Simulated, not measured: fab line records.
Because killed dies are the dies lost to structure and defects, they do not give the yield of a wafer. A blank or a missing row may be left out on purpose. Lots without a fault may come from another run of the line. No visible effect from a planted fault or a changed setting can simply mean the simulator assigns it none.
fab line records	flow n5_finfet	part 2 of 2: steps 5 to 6 of 6
record lots=21	wafers=63	last_day=21
route steps=1938 shown SDB@359 HKMG_FIN@430 GATE_CUT@466
lots with no fault: from the same line, run without faults
start_h: hours from the record's first day to the start of the lot's first wafer shown	wait_h: hours elapsed since this lot's preceding step	" repeats the value in the row above	L1.1+2: a single row standing in for several wafers	- no value, or no start given	* or withheld: withheld	< > ~ a bound
route shown NAME@n: a module of which the file shows steps, and the number in the route of the first	usual: mean/standard deviation taken from wafers without a fault	same: alike in all rows	chamber/n: place in a boat	sites: each site's reading	_std_site: standard deviation of those values	_edge_site: outer sites' mean less inner sites'	radius_mm: for every site, how far away it sits from the centre of the wafer	mask NAME#n: copy n	behind: the last tool/chamber to shape the wafer	hold: why the lot went on hold/how many hours it stayed there/how the hold came to an end	device: transistor that didn't switch, given as n, p or np	end of line: the route-end tests of the same wafers	for a step that has no rows: nothing shown but its recipe	killed: not the wafer's yield, but the dies lost to structure and defects at the first sort	map: dies across one wafer; x = killed, . = not, _ = none there
set.NAME: the run value of the setting; set.NAME@STEP: its run value at that earlier step	model.NAME: the simulator's own value behind a step, which no gauge read
the route's steps for a sample of lots (tables are steps, rows are wafers)
services: a tool's chamber out of use, with start hour (start_h, from the record's first day; less than 0 if before it), hours out, and reason
## steps
# step N5_GATE_CUT_ETCH_56
# recipe chemistry=Cl2/Ar	target=TiN	target_depth_a=216	pressure_mtorr=10	icp_w=600	bias_w=60	Cl2_flow_sccm=40	Ar_flow_sccm=60
# usual drypump_motor_current_A=5.7/0.38	mfc_cl2_sccm=39.97/0.13	oes_ar_750_au=0.73/0.086	oes_product_au=0.73/0.085	throttle_valve_pct=20.84/0.25
lot.wafer	tool	chamber	start_h	wait_h	drypump_motor_current_A	mfc_cl2_sccm	oes_ar_750_au	oes_product_au	rf_hours_counter_h	throttle_valve_pct
L074.3	rie_metal-03	0	80.76	0.1	5.7	39.67	0.81	0.83	-	20.49
L074.4	"	1	"	"	5.6	39.94	0.72	0.77	-	20.76
L074.6	"	0	"	"	5.7	39.79	0.80	0.83	-	20.49
L075.1	rie_metal-01	1	85.61	0.1	5.9	39.94	0.61	0.61	123	20.95
L075.3	"	0	"	"	4.9	39.98	0.87	0.83	-	20.73
L075.6	"	0	"	"	5.0	39.98	0.87	0.84	-	20.75
L076.1	rie_metal-01	1	91.63	0.1	5.9	39.98	0.60	0.60	123	20.95
L076.4	"	0	"	"	5.0	39.91	0.87	0.83	-	20.76
L076.6	"	0	"	"	5.0	40.03	0.86	0.82	-	20.77
L077.3	rie_metal-03	0	100.66	0.1	5.7	40.25	0.81	0.82	-	20.48
L077.5	"	0	"	"	5.7	39.83	0.81	0.82	-	20.50
L077.6	"	1	"	"	5.7	39.95	0.72	0.76	-	20.76
L078.2	rie_metal-03	0	108.63	0.1	5.7	39.96	0.80	0.83	38	20.50
L078.4	"	1	"	"	5.6	39.92	0.72	0.76	-	20.76
L078.6	"	1	"	"	5.7	40.09	0.72	0.76	-	20.78
L080.2	rie_metal-02	0	123.98	0.1	6.2	39.93	0.72	0.70	70	21.31
L080.3	"	1	"	"	6.0	39.92	0.63	0.63	-	20.90
L080.5	"	1	"	"	6.0	39.80	0.63	0.63	-	20.90
L081.1	rie_metal-03	0	130.45	0.1	5.7	40.07	0.81	0.82	38	20.50
L081.2	"	1	"	"	5.7	40.22	0.72	0.76	58	20.78
L081.5	"	1	"	"	5.6	40.14	0.72	0.76	-	20.77
L083.2	rie_metal-02	0	135.16	0.1	6.1	39.99	0.72	0.70	70	21.32
L083.3	"	0	"	"	6.1	40.17	0.72	0.70	-	21.33
L083.4	"	1	"	"	6.0	39.97	0.63	0.63	-	20.92
L084.2	rie_metal-01	0	140.06	0.1	5.0	40.07	0.86	0.83	32	20.73
L084.4	"	0	"	"	5.0	39.97	0.86	0.84	-	20.73
L084.5	"	1	"	"	5.9	40.13	0.60	0.60	-	20.96
L085.1	rie_metal-03	1	144.67	0.1	5.7	39.97	0.72	0.76	58	20.77
L085.2	"	0	"	"	5.7	39.92	0.80	0.81	39	20.49
L085.3	"	1	"	"	5.7	40.04	0.72	0.76	-	20.76
L087.2	rie_metal-01	1	156.97	0.1	5.9	39.91	0.60	0.60	126	20.95
L087.3	"	0	"	"	5.0	39.73	0.86	0.83	-	20.76
L087.5	"	0	"	"	5.0	39.82	0.85	0.82	-	20.76
L088.3	rie_metal-02	1	161.89	0.1	6.0	39.76	0.63	0.63	-	20.91
L088.5	"	1	"	"	6.0	39.77	0.63	0.63	-	20.91
L088.6	"	0	"	"	6.1	39.96	0.72	0.69	-	21.32
L089.2	rie_metal-02	0	167.28	0.1	6.2	40.14	0.72	0.69	72	21.34
L089.4	"	1	"	"	6.1	40.04	0.64	0.62	-	20.90
L089.6	"	1	"	"	6.0	40.18	0.64	0.63	-	20.91
L090.2	rie_metal-03	1	173.70	0.1	5.6	39.79	0.72	0.75	59	20.78
L090.4	"	0	"	"	5.7	39.77	0.81	0.82	-	20.49
L090.5	"	1	"	"	5.6	39.82	0.72	0.76	-	20.79
L091.1	rie_metal-02	0	179.62	0.1	6.2	40.01	0.72	0.70	73	21.32
L091.2	"	1	"	"	6.0	39.72	0.63	0.63	121	20.89
L091.4	"	1	"	"	6.0	39.95	0.63	0.63	-	20.90
L092.1	rie_metal-02	1	190.63	0.1	6.0	40.06	0.63	0.63	121	20.91
L092.4	"	1	"	"	6.0	40.08	0.63	0.62	-	20.91
L092.6	"	1	"	"	6.0	40.20	0.63	0.62	-	20.93
L093.1	rie_metal-03	1	191.35	0.1	5.7	40.03	0.71	0.76	60	20.78
L093.5	"	1	"	"	5.6	39.95	0.72	0.75	-	20.78
L093.6	"	0	"	"	5.7	39.71	0.80	0.81	-	20.49
L094.2	rie_metal-02	1	204.37	0.2	6.0	39.78	0.62	0.62	-	20.91
L094.3	"	1	"	"	6.0	40.07	0.63	0.62	-	20.91
L094.4	"	1	"	"	6.0	40.12	0.63	0.62	-	20.92
L095.2	rie_metal-01	0	206.19	0.1	5.0	40.01	0.85	0.82	36	20.76
L095.3	"	1	"	"	5.9	39.82	0.59	0.59	-	20.98
L095.5	"	1	"	"	5.9	39.74	0.60	0.60	-	20.98
L096.2	rie_metal-01	0	211.53	0.2	5.0	40.03	0.85	0.81	-	20.75
L096.3	"	0	"	"	5.0	39.86	0.84	0.81	-	20.74
L096.4	"	0	"	"	5.0	40.14	0.84	0.81	-	20.77
L097.1	rie_metal-03	1	218.07	0.1	5.7	39.92	0.71	0.75	61	20.78
L097.2	"	0	"	"	5.8	40.03	0.79	0.81	42	20.50
L097.4	"	1	"	"	5.7	40.03	0.71	0.75	-	20.77
# step N5_GATE_CUT_CMP_02
# recipe stop_on=SiO2	t_overpolish_s=12.7	post_cmp_clean=alkaline_brush	down_force_psi=2.5	platen_rpm=51.8	pad_velocity_m_s=1.0307	target_thk_nm=0
# usual edge_zone_pressure_frac=1.000/0.0045	motor_current_A=9.3/0.83	overpolish_run_s=12.699/0.0098	platen_rpm=51.80/0.035	slurry_flow_ml_min=150.0/0.49	time_to_endpoint_s=26/3.1
lot.wafer	tool	chamber	start_h	wait_h	edge_zone_pressure_frac	motor_current_A	overpolish_run_s	platen_rpm	slurry_flow_ml_min	time_to_endpoint_s
L074.4	cmp-02	0	83.65	0.0	1.002	9.5	12.705	51.82	150.6	30
L074.3	"	3	"	"	0.999	9.2	12.709	51.78	149.4	26
L074.6	"	0	"	"	1.004	9.4	12.698	51.81	150.1	30
L075.1	cmp-02	1	88.44	0.1	0.999	10.1	12.705	51.80	150.2	27
L075.3	"	2	"	"	1.002	9.4	12.714	51.78	149.1	22
L075.6	"	3	"	"	1.000	9.6	12.689	51.78	149.4	21
L076.1	cmp-01	1	94.41	0.1	1.000	9.8	12.707	51.80	149.3	24
L076.4	"	3	"	"	0.998	10.5	12.698	51.81	151.0	27
L076.6	"	2	"	"	0.994	7.8	12.696	51.80	150.1	28
L077.3	cmp-02	1	103.50	0.2	0.992	9.5	12.703	51.78	149.5	26
L077.6	"	2	"	"	1.005	9.1	12.713	51.84	149.2	23
L077.5	"	3	"	"	0.996	9.4	12.696	51.83	150.2	26
L078.2	cmp-03	3	111.42	0.1	1.001	8.9	12.699	51.79	149.0	28
L078.4	"	1	"	"	0.998	8.2	12.702	51.82	150.2	26
L078.6	"	3	"	"	0.995	9.4	12.696	51.78	150.5	32
L080.3	cmp-01	2	126.91	0.2	0.996	7.5	12.711	51.79	149.5	25
L080.2	"	3	"	"	1.002	10.3	12.686	51.83	149.5	22
L080.5	"	0	"	"	0.993	9.1	12.685	51.80	150.7	27
L081.2	cmp-02	2	133.25	0.1	0.991	9.4	12.690	51.79	150.0	25
L081.1	"	0	"	"	0.996	9.7	12.692	51.86	150.8	30
L081.5	"	1	"	"	1.002	10.2	12.695	51.88	150.0	26
L083.4	cmp-03	0	137.92	0.0	0.993	8.9	12.700	51.75	150.2	30
L083.3	"	1	"	"	1.004	8.4	12.700	51.74	149.8	29
L083.2	"	2	"	"	1.004	8.0	12.702	51.81	149.9	31
L084.2	cmp-03	0	143.80	0.1	1.002	8.6	12.702	51.77	150.6	32
L084.4	"	2	"	"	1.005	7.8	12.675	51.74	149.7	31
L084.5	"	0	"	"	0.997	8.8	12.693	51.78	150.2	31
L085.1	cmp-01	1	147.47	0.1	0.998	9.6	12.683	51.73	149.2	20
L085.2	"	2	"	"	1.004	8.1	12.697	51.86	149.9	24
L085.3	"	3	"	"	0.995	10.1	12.706	51.77	150.0	27
L087.3	cmp-01	3	159.72	0.1	1.003	9.9	12.701	51.74	150.7	25
L087.2	"	0	"	"	1.004	9.6	12.697	51.79	149.8	26
L087.5	"	3	"	"	0.997	10.6	12.701	51.79	151.4	25
L088.3	cmp-01	3	164.66	0.1	1.000	10.7	12.688	51.83	149.7	28
L088.6	"	2	"	"	1.000	8.3	12.692	51.79	149.9	24
L088.5	"	3	"	"	0.992	9.9	12.686	51.81	149.8	29
L089.4	cmp-01	3	170.21	0.0	1.002	10.3	12.696	51.81	150.2	25
L089.2	"	2	"	"	1.000	7.8	12.696	51.80	150.6	23
L089.6	"	3	"	"	0.999	10.2	12.713	51.80	150.1	24
L090.4	cmp-03	2	176.69	0.1	1.003	7.5	12.701	51.81	150.0	29
L090.2	"	0	"	"	1.000	8.9	12.719	51.82	150.8	31
L090.5	"	2	"	"	1.012	7.6	12.685	51.85	149.9	30
L091.2	cmp-03	0	182.97	0.1	0.997	8.8	12.702	51.80	149.9	29
L091.1	"	1	"	"	0.995	8.1	12.691	51.79	149.5	28
L091.4	"	2	"	"	1.005	7.5	12.693	51.77	150.9	30
L092.1	cmp-02	0	194.06	0.1	1.003	9.5	12.679	51.78	150.2	26
L092.4	"	2	"	"	0.999	9.4	12.704	51.85	150.3	22
L092.6	"	1	"	"	1.000	10.7	12.700	51.76	149.7	23
L093.1	cmp-01	2	195.88	0.1	0.998	8.0	12.696	51.76	150.1	28
L093.5	"	1	"	"	0.996	10.1	12.710	51.81	149.4	24
L093.6	"	2	"	"	0.999	7.8	12.712	51.72	150.4	27
L094.4	cmp-02	2	207.32	0.1	1.000	9.7	12.688	51.79	150.2	23
L094.2	"	3	"	"	0.999	8.8	12.693	51.77	149.7	22
L094.3	"	0	"	"	1.002	9.4	12.708	51.73	151.3	27
L095.2	cmp-03	1	209.51	0.1	1.005	8.6	12.701	51.85	149.7	29
L095.3	"	3	"	"	1.002	9.7	12.690	51.70	150.1	30
L095.5	"	0	"	"	1.000	8.8	12.707	51.83	149.3	29
L096.2	cmp-02	3	214.40	0.1	0.994	9.4	12.704	51.84	149.1	26
L096.4	"	0	"	"	0.996	9.9	12.697	51.76	150.1	29
L096.3	"	1	"	"	0.998	10.6	12.690	51.77	149.8	27
L097.4	cmp-02	2	220.98	0.1	0.999	9.6	12.686	51.78	149.4	22
L097.2	"	3	"	"	0.997	9.1	12.696	51.78	150.6	23
L097.1	"	0	"	"	1.001	9.9	12.719	51.80	150.0	27
## services
tool	chamber	start_h	hours	kind
rie_metal-03	1	44.23	5.9	repair
rie_diel-05	-	48.53	14.6	pm
cmp-01	-	49.19	0.6	repair
cmp-01	-	63.05	0.8	repair
cmp-01	-	85.63	4.0	pm
rie_metal-03	-	87.47	0.3	repair
cmp-02	-	94.13	2.5	repair
cmp-01	-	97.63	2.3	repair
rie_diel-01	1	110.94	3.2	repair
cmp-04	-	122.74	6.0	pm
rie_diel-01	-	123.84	1.0	repair
rie_diel-04	0	130.04	8.7	repair
cmp-02	-	145.23	0.3	repair
rie_diel-01	-	147.93	0.5	repair
rie_metal-03	-	147.94	3.5	repair
cmp-02	-	160.85	4.0	pm
cmp-04	-	168.36	0.7	repair
rie_diel-05	-	177.06	2.8	pm
rie_diel-05	-	188.93	0.2	repair
cmp-01	-	204.95	3.9	pm
rie_diel-04	3	206.48	9.8	repair
rie_diel-01	0	208.40	5.3	repair
rie_diel-05	-	208.65	0.6	repair
cmp-01	-	213.82	3.0	pm
